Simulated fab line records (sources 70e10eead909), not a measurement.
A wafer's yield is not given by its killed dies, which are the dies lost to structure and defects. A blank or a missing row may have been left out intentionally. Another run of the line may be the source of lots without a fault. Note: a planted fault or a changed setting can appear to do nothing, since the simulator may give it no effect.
Chamber matching | flow nand-harc | NHARC_P_M2_CMP_23 on cmp-03 has 4 sister chambers
The step polishes, t overpolish 20 s, target thk 144.3 nm. 8 wafers are shown with their chamber, then 9 later ones without.

== WAFERS PAIRED WITH THEIR CHAMBERS ==
wafer  | chamber | motor-current-A (A) | time-to-endpoint-s (s)
L077.5 | 1       | 9.5                 | 26.9
L077.6 | 0       | 12.6                | 28.0
L078.1 | 2       | 13.4                | 24.2
L078.3 | 0       | 12.6                | 25.3
L078.5 | 1       | 9.3                 | 24.6
L080.4 | 3       | 12.0                | 27.3
L080.5 | 3       | 11.3                | 28.7
L080.6 | 2       | 12.8                | 26.2

== WAFERS WHOSE CHAMBER IS MISSING ==
wafer  | motor-current-A (A) | time-to-endpoint-s (s)
L087.2 | 9.7                 | 27.0
L087.4 | 12.5                | 25.7
L087.5 | 10.0                | 31.1
L090.1 | 9.7                 | 28.9
L090.3 | 11.9                | 25.4
L090.6 | 13.1                | 27.2
L095.2 | 13.3                | 25.5
L095.5 | 12.4                | 24.2
L095.6 | 13.6                | 28.5

== WHICH CHAMBER EACH ONE RAN IN ==
wafer  | from the rows above          | in truth
L087.2 | 1                            | 1
L087.4 | can't be placed: 0 or 2      | 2
L087.5 | can't be placed: 1 or 3      | 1
L090.1 | 1                            | 1
L090.3 | can't be placed: 3 or 0 or 2 | 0
L090.6 | can't be placed: 2 or 0      | 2
L095.2 | can't be placed: 2 or 0      | 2
L095.5 | can't be placed: 0 or 2 or 3 | 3
L095.6 | can't be placed: 2 or 0      | 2
Placed correctly: 2 of 9. Unplaceable from these rows: 7, with the true chamber sitting among the candidates in 7. Number placed wrongly: 0.
How it was worked out, from the rows above alone: a wafer's distance from a chamber is the root of the sum, over the readings, of the square of ((its reading less the chamber's mean) divided by the reading's scatter). The wafer belongs to the nearest chamber; if the next one is less than 2 further off, it can't be placed. A chamber's mean is the mean of its shown wafers. The scatter: take each reading less its chamber's mean, square it, sum over the shown wafers, divide by the number of wafers less the number of chambers, and take the root.
